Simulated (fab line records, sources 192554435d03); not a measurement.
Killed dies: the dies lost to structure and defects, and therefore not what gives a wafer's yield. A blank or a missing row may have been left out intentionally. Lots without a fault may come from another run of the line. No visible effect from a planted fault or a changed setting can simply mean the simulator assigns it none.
Comparing a struck lot with a sound one :: flow n5-finfet :: 15 steps out of a route of 1938
Sound: wafers L697.2, L697.3, L697.5. Struck: wafers L701.4, L701.5 (left out: L701.2, a lot-mate that was not struck); the cause follows at the end.
Per side, at each step with rows, come the tool, then ch with its chambers, and then its first start. Under that, the readings that differ: sound wafers :: struck wafers :: difference of the means :: sigmas: that difference in standard deviations of wafers without a fault.
alike: readings with means less than 2 such deviations apart, plus words and numbers identical on both sides. not compared: withheld readings, readings lacking a value on some wafer, bounds such as >300 that could conceal the same value, and numbers that have no deviation in the record and whose values overlap.
The two part at a step that has a row with sigmas, a row that says differs or no value, or rows on one side only. Numbers that don't overlap but have no deviation are shown without sigmas and don't part them. Lack of a reading on every wafer of one side parts them only where that side has two or more wafers.

first, 1 step without rows for these wafers: N5_BEOL_M10_STRIP_77 (strips in N2/H2, time 10 s).
N5_BEOL_M10_OCD_MEAS_38:
  sound on ocd-02, day 11 06:08; struck on ocd-02, day 12 08:23
  alike: trench-depth-nm
then, 4 steps without rows for these wafers: N5_BEOL_M10_HM_STRIP_39 (strips TiN in peroxide tin strip, target depth 25 nm, time 158 s); N5_BEOL_M10_SRD_40 (time 30 s); N5_BEOL_M10_PRECLEAN_42 (cleans in residue remover, time 60 s); N5_BEOL_M10_SRD_43 (time 30 s).
N5_BEOL_M10_CD_MEAS_35: target cd 70 nm.
  sound on cd-sem-02, day 11 06:18; struck on cd-sem-02, day 12 08:38
  alike: cd-nm
N5_BEOL_M10_CURE_72: cures SiCOH lowk, time 120 s.
  sound on uv-cure-01 ch 1, day 11 06:23; struck on uv-cure-02 ch 0, day 12 08:45
  alike: lamp-power-pct, wafer_temp_C_max
then, 1 step without rows for these wafers: N5_BEOL_M10_DEGAS_44 (time 60 s).
N5_BEOL_M10_PRE_CLEAN_45: time 30 s.
  sound on pvd-sputter-02, day 11 07:02; struck on pvd-sputter-01, day 12 09:08
  alike: heater-power-w
N5_BEOL_M10_ALD_74: deposits TaN, target thk 2 nm, pulse time 2 s, purge time 3 s.
  sound on ald-metal-01 ch 0,1,3, day 11 07:07; struck on ald-metal-01 ch 3, day 12 09:12
  alike: heater-power-w
N5_BEOL_M10_SURFACE_TREAT_76:
  sound on pvd-sputter-03, day 11 07:38; struck on pvd-sputter-01, day 12 09:29
  not compared: throttle-valve-pct
N5_BEOL_M10_CVD_75: deposits Co from CCTBA/H2, target thk 2 nm, time 138.9 s.
  sound on cvd-co-01 ch 0, day 11 07:44; struck on cvd-co-01 ch 1,2, day 12 09:33
reading: run-length-s (s)
sound: 162.5 162.7 163.0
struck: 67.1 67.8
difference: -95.3
sigmas: -99 or more
N5_BEOL_M10_SPUTTER_48: material Cu, target thk 12 nm, time 2 s.
  sound on pvd-sputter-03, day 11 08:02; struck on pvd-sputter-01, day 12 09:40
  alike: cathode-dc-power-W, chamber-pressure-pa, substrate-temp-c, throttle-valve-pct
N5_PASSIVATION_PROBE_49:
  sound on prober-02, day 13 04:41; struck on prober-02, day 14 08:00
  alike: defect-limited-yield, killed_at_M0_to_M3, killed_at_M4_up, killed-at-contacts, killed-at-front-end, killed-at-other, killed-dies, killed-open, killed-short, sort_bin_4_leakage, sort_bin_5_function, sort_bin_6_memory, sort_bin_8_speed, sort-n-pass, sort-yield-pct

== WHERE THEY PART ==
Only at N5_BEOL_M10_CVD_75, as far as this record shows. Later steps at which nothing parts them and some readings are alike: N5_BEOL_M10_SPUTTER_48, N5_PASSIVATION_PROBE_49.

WHY: the cause the simulator had injected
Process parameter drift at N5_BEOL_M10_CVD_75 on cvd-co-01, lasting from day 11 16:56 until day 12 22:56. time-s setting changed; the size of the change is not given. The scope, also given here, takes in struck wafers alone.
